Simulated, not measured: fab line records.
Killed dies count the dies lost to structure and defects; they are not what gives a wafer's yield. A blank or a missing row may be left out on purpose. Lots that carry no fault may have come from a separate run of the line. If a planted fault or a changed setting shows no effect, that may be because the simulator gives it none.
Which tool was responsible? | flow n5 finfet | 10 lots, 30 wafers sampled, at 4 steps of a route of 1938

## WHAT THE GAUGES SHOWED, per wafer
N5_DUMMY_REMOVAL_INSPECT_06: inspects for defects (brightfield). Usual: raw defect count 11, standard deviation 4.7.
lot  | measured    | on                | raw defect count | flag
L986 | day 4 05:10 | defect inspect-02 | 17 9 18          |
L987 | day 4 13:28 | defect inspect-01 | 9 13 8           |
L989 | day 4 20:33 | defect inspect-01 | 8 3 14           |
L993 | day 5 23:06 | defect inspect-01 | 926 933 894      | OFF
L997 | day 6 23:41 | defect inspect-02 | 927 899 883      | OFF
L996 | day 7 01:41 | defect inspect-02 | 911 885 936      | OFF
L998 | day 7 08:11 | defect inspect-02 | 5 7 22           |
L100 | day 7 18:35 | defect inspect-01 | 10 6 6           |
L999 | day 7 19:16 | defect inspect-02 | 9 15 13          |
L105 | day 8 22:34 | defect inspect-02 | 13 17 8          |

## WHAT TOOL EACH LOT RAN ON (gives the tool, then ch and the chambers of the sampled wafers, and finally the start)
lot  | N5_SDB_ALD_29                    | N5_DUMMY_REMOVAL_HM_STRIP_01      | N5_DUMMY_REMOVAL_STRIP_10
L986 | ald sin-03 ch 2,3, day 4 01:53   | rie diel-02 ch 2,3, day 4 04:59   | rie diel-02 ch 2,3, day 4 05:01
L987 | ald sin-02 ch 1,2, day 4 10:11   | rie diel-05 ch 2,3, day 4 13:16   | rie diel-05 ch 2,3, day 4 13:18
L989 | ald sin-01 ch 0,2, day 4 17:16   | rie diel-05 ch 1,2, day 4 20:21   | rie diel-05 ch 1,2, day 4 20:23
L993 | ald sin-03 ch 0,2,3, day 5 19:49 | rie diel-05 ch 0,2,3, day 5 22:54 | rie diel-05 ch 0,2,3, day 5 22:56
L997 | ald sin-02 ch 0,1,2, day 6 20:24 | rie diel-05 ch 1,2,3, day 6 23:29 | rie diel-05 ch 1,2,3, day 6 23:32
L996 | ald sin-03 ch 1,3, day 6 22:23   | rie diel-05 ch 1,2,3, day 7 01:28 | rie diel-05 ch 1,2,3, day 7 01:30
L998 | ald sin-02 ch 1,2,3, day 7 04:55 | rie diel-02 ch 0,1,3, day 7 08:00 | rie diel-02 ch 0,1,3, day 7 08:02
L100 | ald sin-02 ch 1,2,3, day 7 15:18 | rie diel-06 ch 0,1,3, day 7 18:23 | rie diel-06 ch 0,1,3, day 7 18:25
L999 | ald sin-03 ch 2,3, day 7 15:59   | rie diel-02 ch 0,1,2, day 7 19:05 | rie diel-02 ch 0,1,2, day 7 19:07
L105 | ald sin-03 ch 2,3, day 8 19:14   | rie diel-02 ch 0,3, day 8 22:19   | rie diel-02 ch 0,3, day 8 22:21
- N5_SDB_ALD_29: deposits SiNx, target thk 30 nm, pulse time 1 s, ald cycles 600.
- N5_DUMMY_REMOVAL_HM_STRIP_01: strips SiNx in CH3F/O2, stops on poly-Si, target depth 4 nm, time 6.8 s.
- N5_DUMMY_REMOVAL_STRIP_10: strips in N2/H2, time 40 s.

## WHAT THE TOOLS THEMSELVES READ (means of the sampled wafers that have a number; where no wafer has one, the mark that the record gives instead)
N5_SDB_ALD_29. Usual: heater power w 828 W, standard deviation 79; precursor pulse height rel 1.001, standard deviation 0.019.
lot  | tool       | heater power w (W) | precursor pulse height rel | flag
L986 | ald sin-03 | 908                | 0.995                      |
L987 | ald sin-02 | 829                | 0.996                      |
L989 | ald sin-01 | 902                | 1.013                      |
L993 | ald sin-03 | 849                | 1.011                      |
L997 | ald sin-02 | 785                | 1.003                      |
L996 | ald sin-03 | 780                | 0.994                      |
L998 | ald sin-02 | 817                | 1.006                      |
L100 | ald sin-02 | 838                | 1.004                      |
L999 | ald sin-03 | 840                | 0.986                      |
L105 | ald sin-03 | 832                | 1.011                      |

N5_DUMMY_REMOVAL_HM_STRIP_01. Usual: CH3F_flow_sccm 30.01 sccm, standard deviation 0.086; O2_flow_sccm 20.00 sccm, standard deviation 0.062; drypump motor current A 5.7 A, standard deviation 0.51; oes product au 0.66 a.u., standard deviation 0.057; rf vpp V 127.6 V, standard deviation 0.97; showerhead plenum p Torr 2.01 Torr, standard deviation 0.062; throttle valve pct 16.15 %, standard deviation 0.17.
lot  | tool        | CH3F_flow_sccm (sccm) | O2_flow_sccm (sccm) | drypump motor current A (A) | oes product au (a.u.) | rf vpp V (V) | showerhead plenum p Torr (Torr) | throttle valve pct (%) | flag
L986 | rie diel-02 | 30.03                 | 19.97               | 5.2                         | 0.70                  | 127.0        | 1.97                            | 16.05                  |
L987 | rie diel-05 | 30.00                 | 19.98               | 5.6                         | 0.69                  | 128.3        | 2.05                            | 15.99                  |
L989 | rie diel-05 | 30.02                 | 19.99               | 5.8                         | 0.68                  | 127.0        | 1.99                            | 16.03                  |
L993 | rie diel-05 | 30.03                 | 20.01               | 5.4                         | 0.68                  | 128.7        | 2.05                            | 16.07                  |
L997 | rie diel-05 | 29.94                 | 19.95               | 5.7                         | 0.67                  | 127.6        | 2.02                            | 16.05                  |
L996 | rie diel-05 | 30.07                 | 19.98               | 5.7                         | 0.67                  | 127.4        | 2.02                            | 16.04                  |
L998 | rie diel-02 | 30.06                 | 19.96               | 5.6                         | 0.69                  | 127.8        | 2.04                            | 16.03                  |
L100 | rie diel-06 | 30.07                 | 19.99               | 5.7                         | 0.63                  | 127.5        | 1.95                            | 16.29                  |
L999 | rie diel-02 | 30.04                 | 20.00               | 6.1                         | 0.68                  | 129.0        | 2.07                            | 16.17                  |
L105 | rie diel-02 | 30.05                 | 19.98               | 5.1                         | 0.67                  | 127.3        | 1.97                            | 15.99                  |

N5_DUMMY_REMOVAL_STRIP_10. Usual: drypump motor current A 5.7 A, standard deviation 0.51; oes product au 0.81 a.u., standard deviation 0.074; rf vpp V 45.3 V, standard deviation 0.81; showerhead plenum p Torr 3.39 Torr, standard deviation 0.1; throttle valve pct 12.02 %, standard deviation 0.18.
lot  | tool        | drypump motor current A (A) | oes product au (a.u.) | rf vpp V (V) | showerhead plenum p Torr (Torr) | throttle valve pct (%) | flag
L986 | rie diel-02 | 5.2                         | 0.87                  | 45.7         | 3.35                            | 11.90                  |
L987 | rie diel-05 | 5.6                         | 0.85                  | 45.4         | 3.47                            | 11.89                  |
L989 | rie diel-05 | 5.8                         | 0.84                  | 45.1         | 3.35                            | 11.86                  |
L993 | rie diel-05 | 5.4                         | 0.83                  | 45.2         | 3.46                            | 11.95                  |
L997 | rie diel-05 | 5.7                         | 0.82                  | 45.1         | 3.41                            | 11.91                  |
L996 | rie diel-05 | 5.7                         | 0.82                  | 45.2         | 3.41                            | 11.91                  |
L998 | rie diel-02 | 5.7                         | 0.85                  | 44.8         | 3.43                            | 11.87                  |
L100 | rie diel-06 | 5.7                         | 0.78                  | 44.6         | 3.30                            | 12.19                  |
L999 | rie diel-02 | 6.1                         | 0.85                  | 46.0         | 3.47                            | 11.96                  |
L105 | rie diel-02 | 5.1                         | 0.82                  | 45.4         | 3.33                            | 11.86                  |

## THE ANSWER, worked out from the rows above alone
Rule: take the mean of a lot's wafers that have a number; if it is more than 3 standard deviations from the usual mean, the lot is off. Also off: a lot with no number at a reading for which 4 or more lots have one. All remaining lots with rows at the step are treated as sound. Order of review: gauges by route order, followed by the tools' own readings, for which a lot's mean as printed above is used. The first step at which some lot is off is used, and at that step the reading that is off furthest; a lot without a number counts as furthest.
Off, at N5_DUMMY_REMOVAL_INSPECT_06 on raw defect count: L993, L997, L996.
If a tool, at a process step before that reading, ran all the lots that are off and no sound lot after the first of them, it fits. Those tools and the gauges at N5_DUMMY_REMOVAL_INSPECT_06 are tried in the same way. One candidate fits, namely rie diel-05 at N5_DUMMY_REMOVAL_HM_STRIP_01 and N5_DUMMY_REMOVAL_STRIP_10. At N5_DUMMY_REMOVAL_HM_STRIP_01 its last sound lot is L989 (day 4 20:21), its first lot that is off L993 (day 5 22:54): a fault that began between those two fits.

## WHAT HAD BEEN PUT IN BY THE SIMULATOR
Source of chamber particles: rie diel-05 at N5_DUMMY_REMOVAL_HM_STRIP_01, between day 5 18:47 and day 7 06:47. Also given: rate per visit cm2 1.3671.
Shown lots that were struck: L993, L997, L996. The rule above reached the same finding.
